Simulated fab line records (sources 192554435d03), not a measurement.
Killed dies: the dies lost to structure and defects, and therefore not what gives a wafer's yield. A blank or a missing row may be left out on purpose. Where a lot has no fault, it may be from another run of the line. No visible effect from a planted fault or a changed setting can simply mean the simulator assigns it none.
Which tool is to blame?	flow n5_finfet	6 lots with 18 wafers sampled at 3 steps, on a route of 1938 steps

WHAT THE GAUGES SHOWED, per wafer
N5_SDB_OVL_MEAS_12.
lot	measured	on	SDB_OVL (nm)
L891	day 4 07:47	overlay-01	0.2 1.1 -0.6
L894	day 5 01:22	overlay-02	1.7 0.5 1.0
L898	day 6 02:08	overlay-01	1.2 1.8 0.7
L904	day 7 12:23	overlay-02	9.2 9.5 9.4
L907	day 8 05:46	overlay-01	2.2 0.5 2.2
L912	day 9 14:27	overlay-02	1.0 1.1 0.3

WHICH TOOL RAN EACH LOT (tool, then ch and the chambers of the sampled wafers, then the start)
lot	N5_ILD0_ALD_15	N5_SDB_EXPOSE_08
L891	ald_sin-04 ch 0,1,2, day 4 04:45	arfi_scanner-02 ch 0, day 4 07:38
L894	ald_sin-01 ch 2,3, day 4 22:20	arfi_scanner-02 ch 0, day 5 01:13
L898	ald_sin-01 ch 1,2, day 5 23:07	arfi_scanner-02 ch 0, day 6 01:59
L904	ald_sin-04 ch 0,2, day 7 09:29	arfi_scanner-01 ch 0, day 7 12:14
L907	ald_sin-03 ch 0,2, day 8 02:44	arfi_scanner-02 ch 0, day 8 05:37
L912	ald_sin-03 ch 0,2, day 9 11:25	arfi_scanner-02 ch 0, day 9 14:17
- N5_ILD0_ALD_15: deposits SiNx, target thk 24 nm, pulse time 1 s, ald cycles 480.
- N5_SDB_EXPOSE_08: exposes mask SDB.

THE ANSWER, worked out from the rows above alone
Rule: the usual values come from the lots themselves. Put in order of their means at a reading, lots are off if they are a third of the lots or fewer, leave a main group of 4 or more, and stand apart from it by a gap of 3 or more times the standard deviation of the main group's means; of several such gaps the widest counts. A main group is skipped when, at the precision printed for the reading in the tables above, its means are all equal. Also off: a lot with no number at a reading for which 4 or more lots have one. All remaining lots with rows at the step are treated as sound.
Off: L904, seen at N5_SDB_OVL_MEAS_12 (SDB_OVL). For the main group the mean is 1.0 nm and the standard deviation 0.47.
A tool fits if, at a process step before that reading, it ran every lot that is off, and no sound lot after the first of them. Those tools and the gauges at N5_SDB_OVL_MEAS_12 are tried in the same way. Can't be told from this: 2 tools fit, ald_sin-04 at N5_ILD0_ALD_15, arfi_scanner-01 at N5_SDB_EXPOSE_08.

WHAT HAD BEEN PUT IN BY THE SIMULATOR
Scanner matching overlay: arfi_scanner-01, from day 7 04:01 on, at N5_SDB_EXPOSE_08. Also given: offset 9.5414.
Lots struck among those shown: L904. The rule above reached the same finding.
